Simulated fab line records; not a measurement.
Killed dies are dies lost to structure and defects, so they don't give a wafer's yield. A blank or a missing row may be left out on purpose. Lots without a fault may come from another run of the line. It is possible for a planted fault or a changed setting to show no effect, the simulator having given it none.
Comparing a struck lot with a sound one + flow n5 finfet + 43 steps out of a route of 1938
Sound: these wafers, L280.2, L280.3, L280.6. Struck: wafer L297.3 (left out: L297.2, L297.5 of the same lot, which were not struck); the cause appears at the end.
For every step that has rows: the tool of each side, followed by ch and its chambers, followed by its first start. Under that, the readings that differ: sound wafers + struck wafers + difference of the means + sigmas: that difference in standard deviations of wafers without a fault.
alike: words and numbers the same on both sides, and readings whose means are apart by under 2 such deviations; not compared: readings that were withheld, readings missing a value for some wafer, numbers with overlapping values and no deviation given by the record, and bounds like >300 which may hide the same value.
A row with sigmas, a row that says differs or no value, or rows on one side alone: a step with any of these is where the two part. Numbers that have no deviation but don't overlap get no sigmas and don't part them. A reading that every wafer of one side lacks parts them only if that side has two wafers or more.

first, 3 steps without rows for these wafers: N5_BEOL_M5_ANNEAL_89 (time 1800 s); N5_BEOL_M5_SPUTTER_90 (material Cu, target thk 4.5 nm, time 8.29 s); N5_BEOL_M5_ECD_50 (material Cu, target thk 300 nm).
N5_BEOL_M5_ANNEAL_51: time 90 s.
  sound on rtp anneal-02 ch 0, day 8 08:20; struck on rtp anneal-01 ch 0, day 12 16:49
  alike: wafer_temp_C_max
then, 1 step without rows for these wafers: N5_BEOL_M5_CMP_52 (polishes, stops on SiCOH lowk, t overpolish 6.9 s, target thk 62 nm).
N5_BEOL_M5_THK_MEAS_53: measures by xrf.
  sound on film metro-02, day 8 08:53; struck on film metro-02, day 12 17:22
  alike: M5_THK
then, 1 step without rows for these wafers: N5_BEOL_M5_PRE_CLEAN_77 (time 15 s).
N5_BEOL_M5_CO_CAP_78: material Co, precursor CCTBA/H2, target thk 2 nm, time 102.1 s.
  sound on cvd co-01 ch 0,1, day 8 08:58; struck on cvd co-02 ch 0, day 12 17:28
  alike: heater power w
then, 2 steps without rows for these wafers: N5_BEOL_M5_PRE_CLEAN_55 (time 15 s); N5_BEOL_M5_DEP_56 (deposits SiCN from 3MS/NH3, target thk 8 nm, time 14 s).
N5_BEOL_M5_RS_MEAS_57: measures by four-point-probe.
  sound on film metro-02, day 8 09:10; struck on film metro-01, day 12 17:39
  alike: M5_RS
N5_BEOL_M5_INSPECT_58: inspects for defects (darkfield).
  sound on defect inspect-02, day 8 09:12; struck on defect inspect-01, day 12 17:41
  alike: raw defect count
N5_BEOL_M6_ILD_DEP_00: deposits SiCOH lowk from DEMS/porogen, target thk 179.75 nm, time 33.4 s.
  sound on pecvd-01 ch 1,2, day 8 09:14; struck on pecvd-01 ch 1, day 12 17:43
| reading                                            | sound           | struck | difference | sigmas |
|----------------------------------------------------|-----------------|--------|------------|--------|
| model.SiCOH_lowk_of_BEOL_M6_ILD_DEP_00.thk nm (nm) | 178.6 179 183.6 | 190.6  | +10.2      |        |
  alike: heater power w, showerhead plenum p Torr, throttle valve pct
then, 1 step without rows for these wafers: N5_BEOL_M6_CURE_74 (cures SiCOH lowk, time 240 s).
N5_BEOL_M6_THK_MEAS_01:
  sound on film metro-01, day 8 09:49; struck on film metro-01, day 12 18:17
| reading         | sound             | struck | difference | sigmas |
|-----------------|-------------------|--------|------------|--------|
| M6_ILD_THK (nm) | 154.1 154.4 158.4 | 164.2  | +8.6       | +4     |
N5_BEOL_M6_PECVD_70: deposits SiO2 from TEOS/O2, target thk 20 nm, time 22.7 s.
  sound on pecvd-03 ch 0,1, day 8 09:51; struck on pecvd-04 ch 2, day 12 18:20
| reading                | sound          | struck | difference | sigmas |
|------------------------|----------------|--------|------------|--------|
| throttle valve pct (%) | 23.3 22.4 22.1 | 20.5   | -2.1       | -2     |
  alike: heater power w, showerhead plenum p Torr
then, 9 steps without rows for these wafers: N5_BEOL_M6_HM_DEP_02 (deposits TiN, target thk 20 nm); N5_BEOL_M6_COAT_59 (time 60 s, resist thk 100 nm); N5_BEOL_M6_COAT_60 (time 60 s, resist thk 35 nm); N5_BEOL_M6_COAT_05 (resist thk 90 nm); N5_BEOL_M6_EBR_07; N5_BEOL_M6_SOFTBAKE_06 (time 60 s); N5_BEOL_M6_EXPOSE_08 (exposes mask M6); N5_BEOL_M6_PEB_09 (peb time 60 s); N5_BEOL_M6_DEVELOP_10 (develop time 30 s).
N5_BEOL_M6_CD_MEAS_11: the cd target is 38.5 nm.
  sound on cd sem-01 ch 0, day 8 11:52; struck on cd sem-01 ch 0, day 12 20:11
  alike: cd nm
N5_BEOL_M6_OVL_MEAS_12:
  sound on overlay-02 ch 0, day 8 11:53; struck on overlay-02 ch 0, day 12 20:13
  alike: M6_OVL
N5_BEOL_M6_INSPECT_13: inspects for defects (brightfield).
  sound on defect inspect-02, day 8 11:55; struck on defect inspect-01, day 12 20:14
  alike: raw defect count
then, 1 step without rows for these wafers: N5_BEOL_M6_DESCUM_16 (chemistry O2, time 7.9 s).
N5_BEOL_M6_ETCH_61: etches SiARC in CF4, target depth 45.5 nm, time 75.8 s.
  sound on rie diel-06 ch 0,2,3, day 8 12:04; struck on rie diel-02 ch 3, day 12 20:32
| reading                         | sound          | struck | difference | sigmas |
|---------------------------------|----------------|--------|------------|--------|
| etch rf on time s (s)           | 77.7 77.7 75.1 | 74.4   | -2.4       | -2     |
| showerhead plenum p Torr (Torr) | 2.09 2.12 2.12 | 2.25   | +0.14      | +2     |
  alike: bias w, drypump motor current A, oes product au, rf vpp V, throttle valve pct
  not compared: rf hours counter h
then, 3 steps without rows for these wafers: N5_BEOL_M6_ETCH_62 (etches SOC in N2/H2, target depth 110 nm, overetch 22 nm, time 165 s); N5_BEOL_M6_STRIP_68 (strips in N2/H2); N5_BEOL_M6_STRIP_67 (strips in CF4).
N5_BEOL_M6_HM_OPEN_17: chemistry Cl2/BCl3, target TiN, target depth 20 nm, overetch 6 nm.
  sound on rie metal-03 ch 0, day 8 12:19; struck on rie metal-01 ch 1, day 12 20:46
| reading                | sound             | struck | difference | sigmas |
|------------------------|-------------------|--------|------------|--------|
| throttle valve pct (%) | 22.70 22.70 22.69 | 22.15  | -0.55      | -3     |
  alike: bias w, drypump motor current A, oes product au
  not compared: rf hours counter h
then, 1 step without rows for these wafers: N5_BEOL_M6_STRIP_19 (strips in O2).
N5_BEOL_M6_CD_MEAS_18: pitch 80 nm, target cd 40 nm.
  sound on cd sem-02, day 8 12:29; struck on cd sem-01, day 12 20:59
  alike: cd nm
then, 6 steps without rows for these wafers: N5_BEOL_M6_COAT_63 (time 60 s, resist thk 60 nm); N5_BEOL_M6_COAT_64 (time 60 s, resist thk 12 nm); N5_BEOL_M6_COAT_71 (time 60 s, resist thk 5 nm); N5_BEOL_M6_COAT_22 (resist thk 30 nm); N5_BEOL_M6_EBR_24; N5_BEOL_M6_SOFTBAKE_23 (time 60 s).
N5_BEOL_M6_CMP_52: polishes, stops on SiCOH lowk, t overpolish 6.9 s, target thk 80 nm.
  sound on cmp-02 ch 0,1,2, day 8 18:54; struck on cmp-02 ch 0, day 13 01:56
| reading                                            | sound           | struck | difference | sigmas |
|----------------------------------------------------|-----------------|--------|------------|--------|
| model.SiCOH_lowk_of_BEOL_M6_ILD_DEP_00.thk nm (nm) | 151 151.4 155.4 | 161.4  | +8.8       |        |
  alike: motor current A, slurry filter dp kPa, slurry flow ml min

== WHERE THEY PART ==
Last at N5_BEOL_M6_HM_OPEN_17 as far as this record goes, first at N5_BEOL_M6_THK_MEAS_01. Later steps at which nothing parts them and some readings are alike: N5_BEOL_M6_CD_MEAS_18, N5_BEOL_M6_CMP_52.

WHY: what the simulator had put in
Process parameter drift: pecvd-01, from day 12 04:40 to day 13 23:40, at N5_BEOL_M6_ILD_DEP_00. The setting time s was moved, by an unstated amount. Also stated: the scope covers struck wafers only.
